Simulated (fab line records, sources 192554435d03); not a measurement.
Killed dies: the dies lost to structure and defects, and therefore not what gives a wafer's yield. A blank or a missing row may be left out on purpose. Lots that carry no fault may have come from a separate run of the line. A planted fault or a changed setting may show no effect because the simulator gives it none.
Split-lot study / flow n5Finfet / 21 wafers read from 7 lots, route of 1938 steps

== ON THE SPLIT ==
At N5_BEOL_M3_ETCH_64 (etches SOC in N2/H2, target depth 75 nm, overetch 15 nm, time 112.5 s), the setting timeS was moved away from the recipe's 112.5 s on 6 of the 21 wafers read, by -13.9% to +20.3%. All remaining wafers had this setting at the recipe value.

The reading is taken at the split's own step.

== THE READING ==
SiARC_of_BEOL_M3_COAT_62.thkNm (the simulator's own value, which no gauge read), in nm, at N5_BEOL_M3_ETCH_64 (etches SOC in N2/H2, target depth 75 nm, overetch 15 nm, time 112.5 s). There is no usual value for it anywhere in the file. The 15 wafers here that ran the recipe average 6.8 nm, standard deviation 0.17 nm.

wafer=L076.2; tool, chamber at the split=rieDiel-05, 3; timeS as run, s=123.3; against the recipe=+9.6%; SiARC_of_BEOL_M3_COAT_62.thkNm, nm=6.2; against lot-mates on the recipe=-0.4
wafer=L076.4; tool, chamber at the split=rieDiel-05, 0; timeS as run, s=112.5; against the recipe=recipe; SiARC_of_BEOL_M3_COAT_62.thkNm, nm=6.6; against lot-mates on the recipe=-
wafer=L076.5; tool, chamber at the split=rieDiel-05, 0; timeS as run, s=112.5; against the recipe=recipe; SiARC_of_BEOL_M3_COAT_62.thkNm, nm=6.6; against lot-mates on the recipe=-
wafer=L085.1; tool, chamber at the split=rieDiel-03, 1; timeS as run, s=112.5; against the recipe=recipe; SiARC_of_BEOL_M3_COAT_62.thkNm, nm=6.6; against lot-mates on the recipe=-
wafer=L085.2; tool, chamber at the split=rieDiel-03, 3,2; timeS as run, s=112.5; against the recipe=recipe; SiARC_of_BEOL_M3_COAT_62.thkNm, nm=6.8; against lot-mates on the recipe=-
wafer=L085.4; tool, chamber at the split=rieDiel-03, 3,2; timeS as run, s=112.5; against the recipe=recipe; SiARC_of_BEOL_M3_COAT_62.thkNm, nm=6.8; against lot-mates on the recipe=-
wafer=L086.1; tool, chamber at the split=rieDiel-03, 0,3,0; timeS as run, s=112.5; against the recipe=recipe; SiARC_of_BEOL_M3_COAT_62.thkNm, nm=6.8; against lot-mates on the recipe=-
wafer=L086.5; tool, chamber at the split=rieDiel-03, 0,3,0; timeS as run, s=112.5; against the recipe=recipe; SiARC_of_BEOL_M3_COAT_62.thkNm, nm=6.8; against lot-mates on the recipe=-
wafer=L086.6; tool, chamber at the split=rieDiel-03, 0,3,0; timeS as run, s=112.5; against the recipe=recipe; SiARC_of_BEOL_M3_COAT_62.thkNm, nm=6.8; against lot-mates on the recipe=-
wafer=L087.1; tool, chamber at the split=rieDiel-05, 3; timeS as run, s=112.5; against the recipe=recipe; SiARC_of_BEOL_M3_COAT_62.thkNm, nm=7; against lot-mates on the recipe=-
wafer=L087.4; tool, chamber at the split=rieDiel-05, 0; timeS as run, s=96.81; against the recipe=-13.9%; SiARC_of_BEOL_M3_COAT_62.thkNm, nm=7.4; against lot-mates on the recipe=+0.4
wafer=L087.6; tool, chamber at the split=rieDiel-05, 1; timeS as run, s=96.81; against the recipe=-13.9%; SiARC_of_BEOL_M3_COAT_62.thkNm, nm=7.2; against lot-mates on the recipe=+0.2
wafer=L091.2; tool, chamber at the split=rieDiel-05, 2; timeS as run, s=112.5; against the recipe=recipe; SiARC_of_BEOL_M3_COAT_62.thkNm, nm=7.2; against lot-mates on the recipe=-
wafer=L091.3; tool, chamber at the split=rieDiel-05, 0; timeS as run, s=112.5; against the recipe=recipe; SiARC_of_BEOL_M3_COAT_62.thkNm, nm=6.6; against lot-mates on the recipe=-
wafer=L091.4; tool, chamber at the split=rieDiel-05, 3; timeS as run, s=102.2; against the recipe=-9.2%; SiARC_of_BEOL_M3_COAT_62.thkNm, nm=7.4; against lot-mates on the recipe=+0.5
wafer=L095.1; tool, chamber at the split=rieDiel-03, 2; timeS as run, s=133.8; against the recipe=+18.9%; SiARC_of_BEOL_M3_COAT_62.thkNm, nm=5.8; against lot-mates on the recipe=-0.9
wafer=L095.3; tool, chamber at the split=rieDiel-03, 3; timeS as run, s=112.5; against the recipe=recipe; SiARC_of_BEOL_M3_COAT_62.thkNm, nm=6.8; against lot-mates on the recipe=-
wafer=L095.4; tool, chamber at the split=rieDiel-03, 1; timeS as run, s=112.5; against the recipe=recipe; SiARC_of_BEOL_M3_COAT_62.thkNm, nm=6.6; against lot-mates on the recipe=-
wafer=L096.2; tool, chamber at the split=rieDiel-03, 1; timeS as run, s=112.5; against the recipe=recipe; SiARC_of_BEOL_M3_COAT_62.thkNm, nm=6.6; against lot-mates on the recipe=-
wafer=L096.3; tool, chamber at the split=rieDiel-03, 0; timeS as run, s=112.5; against the recipe=recipe; SiARC_of_BEOL_M3_COAT_62.thkNm, nm=6.8; against lot-mates on the recipe=-
wafer=L096.5; tool, chamber at the split=rieDiel-03, 3; timeS as run, s=135.3; against the recipe=+20.3%; SiARC_of_BEOL_M3_COAT_62.thkNm, nm=5.8; against lot-mates on the recipe=-0.9
Where a row lists several chambers, the file gives one row for several wafers and doesn't say which wafer went through which chamber.

THE FIT
A straight line over all 21 wafers: SiARC_of_BEOL_M3_COAT_62.thkNm changes by -0.0478 nm for each +1% of timeS; r = -0.92; the points scatter about the line by 0.17 nm.
The same after taking each lot's own level away (the mean of its wafers on the recipe; 21 wafers): -0.0388 nm for each +1%; r = -0.91; scatter 0.15 nm.
On that fit, the largest move of timeS shifts the reading by 0.79 nm.
From 6.60 to 7.00 nm: that is the span of the lots' own levels, equal to 2.4 times the standard deviation above.
So the lot-to-lot level changes the slope: the two fits differ.
Check: for one of the wafers moved furthest among these (+20.3%), held out of the fit, the line's prediction against its lot-mates is -0.773 nm. It came out at -0.9 nm against them.

== FURTHER SPLITS ON THESE WAFERS ==
Before the reading, these wafers also passed through other splits. Each is held against what the fit with the lots' levels taken away leaves over:
other split on the same wafers=N5_BEOL_M0_SAQP_DESCUM_45 timeS; wafers away from the commonest value=10; r with SiARC_of_BEOL_M3_COAT_62.thkNm (lot level and that fit taken away)=-0.09
other split on the same wafers=N5_BEOL_M1_HM_DEP_02 targetThkA; wafers away from the commonest value=3; r with SiARC_of_BEOL_M3_COAT_62.thkNm (lot level and that fit taken away)=-0.03
other split on the same wafers=N5_BEOL_M1_EXPOSE_08 doseMj; wafers away from the commonest value=10; r with SiARC_of_BEOL_M3_COAT_62.thkNm (lot level and that fit taken away)=-0.02
other split on the same wafers=N5_BEOL_M1_ETCH_64 biasW; wafers away from the commonest value=10; r with SiARC_of_BEOL_M3_COAT_62.thkNm (lot level and that fit taken away)=+0.05
other split on the same wafers=N5_BEOL_M2_DESCUM_33 timeS; wafers away from the commonest value=3; r with SiARC_of_BEOL_M3_COAT_62.thkNm (lot level and that fit taken away)=+0.03

== FILE'S OWN FIT ==
SiARC_of_BEOL_M3_COAT_62.thkNm changes by -0.042 nm for each +1% of timeS, r = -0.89.
